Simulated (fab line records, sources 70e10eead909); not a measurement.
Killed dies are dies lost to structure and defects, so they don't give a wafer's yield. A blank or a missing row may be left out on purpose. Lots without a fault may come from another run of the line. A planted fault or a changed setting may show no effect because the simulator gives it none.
A struck lot beside a sound one | flow nand_harc | 40 steps out of a route of 1302
Sound: wafers L419.1, L419.2, L419.5. Struck: wafer L406.5. (L406.3, L406.6 of the same lot were not struck and are left out.) The cause comes at the end.
At each step with rows: each side's tool, then ch and its chambers, then its first start. Under that, the readings that differ: sound wafers | struck wafers | difference of the means | sigmas: that difference in standard deviations of wafers without a fault.
alike: readings whose means differ by less than 2 such deviations, and words and numbers that are the same on both sides. not compared: withheld readings, readings that some wafer has no value for, bounds like >300 that may hide the same value, and numbers for which the record gives no deviation and whose values overlap.
The two part at a step that has a row with sigmas, a row that says differs or no value, or rows on one side only. Numbers that don't overlap but have no deviation are shown without sigmas and don't part them. A reading that every wafer of one side lacks parts them only if that side has two wafers or more.

first, 3 steps without rows for these wafers: NHARC_A_BONDPAD_HARDBAKE_10 (time 65 s); NHARC_A_BONDPAD_DESCUM_11 (chemistry O2, time 3 s); NHARC_A_BONDPAD_ETCH_34 (etches the open film in N2/H2, target depth 60 nm, overetch 18 nm, time 65.91 s).
NHARC_A_BONDPAD_ETCH_12: etches the open film in CHF3/O2, target depth 220 nm, time 110 s.
  sound on rie_diel-09 ch 0,2; struck on rie_diel-09 ch 1
  reading               | sound             | struck | difference | sigmas
  oes_product_au (a.u.) | 0.930 0.939 0.934 | 0.981  | +0.047     | +2
  alike: drypump_motor_current_A, rf_vpp_V, showerhead_plenum_p_Torr, throttle_valve_pct
  not compared: rf_hours_counter_h
NHARC_A_BONDPAD_CD_MEAS_13:
  sound on cd_sem-01, day 32 13:11; struck on cd_sem-01, day 26 20:59
  alike: cd_nm
NHARC_A_BONDPAD_STRIP_15: strips in O2.
  sound on rie_diel-07 ch 0,2,3, day 32 13:16; struck on rie_diel-07 ch 2, day 26 21:05
  reading      | sound          | struck | difference | sigmas
  rf_vpp_V (V) | 56.9 58.0 56.9 | 59.4   | +2.1       | +2
  alike: drypump_motor_current_A, oes_product_au, showerhead_plenum_p_Torr, throttle_valve_pct
  not compared: rf_hours_counter_h
then, 2 steps without rows for these wafers: NHARC_A_BONDPAD_ETCH_24 (etches the open film in CF4/N2, target depth 30 nm, time 72.99 s); NHARC_A_BONDPAD_STRIP_16 (strips in post etch residue remover, time 600 s).
NHARC_A_BONDPAD_DEGAS_25: time 60 s.
  sound on pvd_sputter-01, day 32 13:49; struck on pvd_sputter-02, day 26 21:37
  reading            | sound       | struck | difference | sigmas
  heater_power_w (W) | 457 513 531 | 416    | -84        | -2
NHARC_A_BONDPAD_PRE_CLEAN_26: time 30 s.
  sound on pvd_sputter-01; struck on pvd_sputter-02
  alike: heater_power_w
then, 2 steps without rows for these wafers: NHARC_A_BONDPAD_PVD_17 (deposits TaN, target thk 5 nm, time 8.06 s); NHARC_A_BONDPAD_PVD_27 (deposits Cu, target thk 30 nm, time 20.49 s).
NHARC_A_BONDPAD_ECD_18: material Cu, target thk 400 nm.
  sound on ecd_cu-02 ch 0,1, day 32 14:10; struck on ecd_cu-02 ch 0,1, day 26 22:07
then, 3 steps without rows for these wafers: NHARC_A_BONDPAD_ANNEAL_28 (time 90 s); NHARC_A_BONDPAD_CMP_19 (polishes, t overpolish 30 s, cu recess touch 16 s, target thk 169.82 nm); NHARC_A_BONDPAD_SRD_21 (time 30 s, dry time 20 s).
NHARC_A_BONDPAD_INSPECT_23:
  sound on defect_inspect-01, day 32 15:25; struck on defect_inspect-01, day 26 23:14
  alike: raw_defect_count
then, 5 steps without rows for these wafers: NHARC_HYBRID_BOND_ACTIVATE_00 (chemistry N2, time 60 s); NHARC_HYBRID_BOND_PRECLEAN_01 (cleans in DIW, time 300 s); NHARC_HYBRID_BOND_SRD_02 (time 30 s, dry time 20 s); NHARC_HYBRID_BOND_BOND_03; NHARC_HYBRID_BOND_ANNEAL_04 (time 7200 s).
NHARC_HYBRID_BOND_OVL_MEAS_05:
  the record has rows for the sound wafers here (overlay-02, day 33 00:50) and none for the struck ones
NHARC_HYBRID_BOND_INSPECT_06: inspects for defects (ir void).
  the record has rows for the sound wafers here (defect_inspect-01, day 33 00:54) and none for the struck ones
then, 1 step without rows for these wafers: NHARC_THIN_TSV_GRIND_00.
NHARC_THIN_TSV_CMP_01: polishes.
  the record has rows for the sound wafers here (cmp-02 ch 0,3, day 33 02:16) and none for the struck ones
NHARC_THIN_TSV_THK_MEAS_02: measures by ir.
  the record has rows for the sound wafers here (film_metro-01, day 33 02:32) and none for the struck ones
then, 12 steps without rows for these wafers: NHARC_THIN_TSV_SRD_03; NHARC_THIN_TSV_PRECLEAN_41 (cleans in SC1); NHARC_THIN_TSV_SRD_42; NHARC_THIN_TSV_DEP_43 (deposits SiO2, target thk 1328.5 nm); NHARC_THIN_TSV_DEHYDRATE_04 (time 120 s); NHARC_THIN_TSV_HMDS_05 (time 30 s); NHARC_THIN_TSV_COAT_06; NHARC_THIN_TSV_SOFTBAKE_07 (time 95 s); NHARC_THIN_TSV_EBR_08; NHARC_THIN_TSV_EXPOSE_09 (exposes mask TSV); NHARC_THIN_TSV_PEB_10 (peb time 85 s); NHARC_THIN_TSV_DEVELOP_11 (time 70 s).
NHARC_END_SORT_01:
  the record has rows for the struck wafers here (prober-01 ch 0, day 28 10:14) and none for the sound ones

WHERE THEY PART
First at NHARC_A_BONDPAD_ETCH_12; last, within this record, at NHARC_END_SORT_01.

WHY: what the simulator had put in
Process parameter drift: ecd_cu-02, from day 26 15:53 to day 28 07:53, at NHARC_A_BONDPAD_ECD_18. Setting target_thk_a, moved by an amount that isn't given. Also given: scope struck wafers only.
